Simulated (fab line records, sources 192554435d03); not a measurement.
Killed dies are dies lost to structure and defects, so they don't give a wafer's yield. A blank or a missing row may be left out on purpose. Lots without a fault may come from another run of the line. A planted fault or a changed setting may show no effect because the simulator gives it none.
A struck lot beside a sound one | flow n5_finfet | 32 steps out of a route of 1938
Sound: wafers L898.3, L898.4, L898.6. Struck: wafer L896.2. The cause comes at the end.
At each step with rows: each side's tool, then ch and its chambers, then its first start. Under that, the readings that differ: sound wafers | struck wafers | difference of the means | sigmas: that difference in standard deviations of wafers without a fault.
alike: readings whose means differ by less than 2 such deviations, and words and numbers that are the same on both sides. not compared: withheld readings, readings that some wafer has no value for, bounds like >300 that may hide the same value, and numbers for which the record gives no deviation and whose values overlap.
The two part at a step that has a row with sigmas, a row that says differs or no value, or rows on one side only. Numbers that don't overlap but have no deviation are shown without sigmas and don't part them. A reading that every wafer of one side lacks parts them only if that side has two wafers or more.

first, 8 steps without rows for these wafers: N5_BEOL_M13_DESCUM_33 (chemistry O2, time 7.9 s); N5_BEOL_M13_ETCH_67 (etches SiARC in CF4, target depth 143 nm, time 238.3 s); N5_BEOL_M13_ETCH_68 (etches SOC in N2/H2, time 355 s); N5_BEOL_M13_STRIP_69 (strips in N2/H2); N5_BEOL_M13_TRENCH_ETCH_34 (etches SiOC in C4F8/O2/Ar, target depth 413.47 nm, time 162.6 s); N5_BEOL_M13_STRIP_70 (strips in C4F8/O2/Ar); N5_BEOL_M13_STRIP_37 (strips in N2/H2); N5_BEOL_M13_ETCH_38 (etches SiCN in CF4/N2, target depth 67.5 nm, time 71.9 s).
N5_BEOL_M13_PRECLEAN_39: cleans in residue remover, time 60 s.
  sound on wet_bench-04 ch 0,1,4, day 19 18:46; struck on wet_bench-04 ch 2, day 20 01:14
then, 22 steps without rows for these wafers: N5_BEOL_M13_SRD_40 (time 30 s, dry time 30 s); N5_BEOL_M13_DEGAS_41 (time 60 s); N5_BEOL_M13_PRE_CLEAN_42 (time 30 s); N5_BEOL_M13_SPUTTER_43 (material TaN, target thk 15 nm, time 24.19 s); N5_BEOL_M13_SPUTTER_44 (material Ta, target thk 10 nm, time 16.13 s); N5_BEOL_M13_SPUTTER_45 (material Cu, target thk 80 nm, time 13.33 s); N5_BEOL_M13_ECD_47 (material Cu, target thk 936 nm); N5_BEOL_M13_ANNEAL_48 (time 90 s); N5_BEOL_M13_CMP_49 (polishes, stops on SiOC, t overpolish 17.1 s, target thk 420 nm); N5_BEOL_M13_PRE_CLEAN_52 (time 15 s); N5_BEOL_M13_DEP_53 (deposits SiCN from 3MS/NH3, target thk 50 nm, time 17.8 s); N5_BEOL_M14_ILD_DEP_00 (deposits SiO2 from TEOS/O2, target thk 1119.3 nm, time 237.4 s); N5_BEOL_M14_COAT_58 (time 60 s, resist thk 89 nm); N5_BEOL_M14_COAT_04 (resist thk 800 nm); N5_BEOL_M14_EBR_06; N5_BEOL_M14_SOFTBAKE_05 (time 60 s); N5_BEOL_M14_EXPOSE_07 (exposes mask V13); N5_BEOL_M14_PEB_08 (peb time 90 s); N5_BEOL_M14_DEVELOP_09 (develop time 45 s); N5_BEOL_M14_HARDBAKE_14 (time 120 s); N5_BEOL_M14_DESCUM_15 (chemistry O2, time 7.9 s); N5_BEOL_M14_ETCH_59 (etches BARC in N2/H2, target depth 89 nm, overetch 26.7 nm, time 67.9 s).
N5_PASSIVATION_PROBE_49:
  the record has rows for the struck wafers here (prober-01, day 21 16:13) and none for the sound ones

WHERE THEY PART
Only at N5_PASSIVATION_PROBE_49, within this record.

WHY: what the simulator had put in
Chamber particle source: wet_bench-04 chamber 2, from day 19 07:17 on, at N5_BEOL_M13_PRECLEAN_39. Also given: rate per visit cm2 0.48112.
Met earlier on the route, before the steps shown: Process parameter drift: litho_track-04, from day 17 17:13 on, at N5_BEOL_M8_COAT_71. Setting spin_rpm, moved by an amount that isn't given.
